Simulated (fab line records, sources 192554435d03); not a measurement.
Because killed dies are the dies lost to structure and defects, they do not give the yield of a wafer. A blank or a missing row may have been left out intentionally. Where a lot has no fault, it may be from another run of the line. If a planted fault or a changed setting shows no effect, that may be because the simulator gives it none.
Matching of chambers / flow n5Finfet / N5_BEOL_M13_DESCUM_33 on rieDiel-03: 4 sister chambers
The step chemistry O2, time 7.9 s. 4 wafers are shown with their chamber, then 9 later ones without.

## WAFERS, EACH WITH ITS CHAMBER
wafer=L080.6; chamber=2; showerheadPlenumPTorr (Torr)=1.98
wafer=L086.1; chamber=1; showerheadPlenumPTorr (Torr)=2.18
wafer=L084.5; chamber=3; showerheadPlenumPTorr (Torr)=2.14
wafer=L084.6; chamber=0; showerheadPlenumPTorr (Torr)=2.21

## WAFERS WITH NO CHAMBER GIVEN
wafer=L089.3; showerheadPlenumPTorr (Torr)=1.97
wafer=L089.4; showerheadPlenumPTorr (Torr)=2.18
wafer=L089.5; showerheadPlenumPTorr (Torr)=2.21
wafer=L094.4; showerheadPlenumPTorr (Torr)=2.13
wafer=L094.5; showerheadPlenumPTorr (Torr)=2.13
wafer=L094.6; showerheadPlenumPTorr (Torr)=1.97
wafer=L096.1; showerheadPlenumPTorr (Torr)=1.97
wafer=L096.2; showerheadPlenumPTorr (Torr)=2.21
wafer=L096.4; showerheadPlenumPTorr (Torr)=2.18

## CHAMBER TAKEN BY EACH
wafer=L089.3; from the rows above=2; in truth=2
wafer=L089.4; from the rows above=1; in truth=1
wafer=L089.5; from the rows above=0; in truth=0
wafer=L094.4; from the rows above=3; in truth=3
wafer=L094.5; from the rows above=3; in truth=3
wafer=L094.6; from the rows above=2; in truth=2
wafer=L096.1; from the rows above=2; in truth=2
wafer=L096.2; from the rows above=0; in truth=0
wafer=L096.4; from the rows above=1; in truth=1
Correct placement for 9 of the 9. Left unplaced by these rows: 0. 0 placed wrongly.
How it was worked out, from the rows above alone: a wafer's distance from a chamber is the root of the sum, over the readings, of the square of ((its reading less the chamber's mean) divided by the reading's scatter). If the next closest chamber is less than 2 further off than the closest, the wafer can't be placed; otherwise it belongs to the closest. A chamber's mean is the mean of its shown wafers. The scatter: root of mean squared gap, hidden wafer to nearest shown wafer, with one shown wafer a chamber.
